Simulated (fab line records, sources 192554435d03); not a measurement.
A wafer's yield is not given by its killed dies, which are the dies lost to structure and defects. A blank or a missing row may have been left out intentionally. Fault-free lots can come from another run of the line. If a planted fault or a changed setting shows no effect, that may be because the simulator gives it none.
A single fault, viewed from 2 desks	flow n5_finfet	what lay behind the numbers comes last; until then each desk has only its own

## THE DEFECT DESK
Counts from the inspections along the route, per lot, as means over the sampled wafers that have a number. If a lot's mean is further than 4 standard deviations from the usual mean, the lot is out of limits and carries the mark OUT (the distance appears in the brackets).
Columns: A = raw_defect_count at N5_MIM_BOT_LITHO_INSPECT_12, usual 2.2
lot	first seen here	A
L944	day 11 22:44	2.3
L945	day 12 09:34	2.0
L943	day 12 10:03	3.0
L946	day 13 03:13	2.0
L948	day 13 07:27	1.3
L952	day 14 23:37	3.3
L956	day 15 05:35	3.7
L960	day 16 05:02	0.7
L964	day 17 10:13	2.0
L966	day 17 23:37	4.0
L965	day 17 23:40	3.0
Result from this desk: across the 11 lots, nothing is out of limits.

## DESK OF THE TOOL OWNER: krf_scanner-01
The tool's own readings at N5_PASSIVATION_EXPOSE_07 (exposes mask TV, defocus 0 nm, target cd 3000 nm): means of the sampled wafers that have a number, for each lot that ran on this tool. If a lot's mean is further than 4 standard deviations from the usual mean, the lot is out of limits and carries the mark OUT (the distance appears in the brackets).
Columns: A = exposure_dose_mJ_cm2 at N5_PASSIVATION_EXPOSE_07, usual 22.747
lot	first seen here	A
L944	day 12 01:40	22.733
L945	day 12 10:56	22.763
L946	day 13 04:30	22.727
L948	day 13 10:56	23.256 (+20) OUT
L952	day 15 04:53	23.235 (+20) OUT
Finding of this desk: L948, L952 out of limits; the first was L948 at day 13 10:56, on exposure_dose_mJ_cm2 at N5_PASSIVATION_EXPOSE_07. In limits: L944, L945, L946.

## PUT TOGETHER
The tool owner's desk had the chance to raise an alarm at day 13 10:56 on L948, L952.
Nothing out of limits was seen by the defect desk.
The defect desk has L948, L952 on record, within its limits.
Of the lots named, all ran N5_PASSIVATION_EXPOSE_07 on krf_scanner-01.

## WHAT HAD BEEN PUT IN BY THE SIMULATOR
Process parameter drift: krf_scanner-01, from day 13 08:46 on, at N5_PASSIVATION_EXPOSE_07. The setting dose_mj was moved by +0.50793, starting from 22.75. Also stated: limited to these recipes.
Lots struck among those shown: L948, L952.
Time in hours from fault onset to the first out-of-limits reading at each desk: the tool owner's desk, 2.
